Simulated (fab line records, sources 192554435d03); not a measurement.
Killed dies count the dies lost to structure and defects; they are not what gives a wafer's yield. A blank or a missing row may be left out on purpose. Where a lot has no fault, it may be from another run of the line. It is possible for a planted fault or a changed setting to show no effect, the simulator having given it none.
Which tool was responsible?    flow n5Finfet    at 1 step of a route of 1938, 12 lots with 36 wafers sampled

## WHAT THE GAUGES READ, wafer by wafer
N5_BEOL_M2_CD_MEAS_28: target cd 26.2 nm, target cd y 24.1 nm.
lot   measured      on        cdNm (nm)
L075  day 6 22:01   cdSem-03  26.00 26.22 26.28
L077  day 7 06:25   cdSem-03  26.73 26.70 26.26
L079  day 7 16:44   cdSem-01  26.33 26.19 26.58
L081  day 8 09:08   cdSem-03  26.46 26.18 26.27
L082  day 9 00:16   cdSem-01  25.97 25.57 25.95
L085  day 9 04:26   cdSem-02  26.22 26.48 26.68
L087  day 9 23:42   cdSem-02  26.47 26.41 26.03
L090  day 11 00:03  cdSem-02  26.45 26.34 26.54
L091  day 11 04:07  cdSem-03  26.60 26.66 25.92
L094  day 11 15:37  cdSem-03  26.17 26.44 26.56
L096  day 11 19:35  cdSem-03  26.06 26.12 26.03
L097  day 12 03:31  cdSem-03  26.06 26.56 26.45

## WHAT TOOL EACH LOT RAN ON (gives the tool, then ch and the chambers of the sampled wafers, and finally the start)
The record shows no process step preceding these readings.

## THE ANSWER, worked out from the rows above alone
Rule: what is usual is taken from the lots themselves. Put in order of their means at a reading, lots are off if they are a third of the lots or fewer, leave a main group of 4 or more, and stand apart from it by a gap of 3 or more times the standard deviation of the main group's means; of several such gaps the widest counts. Not used: any main group whose means are identical at the precision the tables above print for the reading. A lot without any number at a reading at which 4 lots or more have one is off too. Where the step has rows for the other lots, those lots are counted as sound.
Nothing can be told from this: no lot is off at any reading shown.

## WHAT HAD BEEN PUT IN BY THE SIMULATOR
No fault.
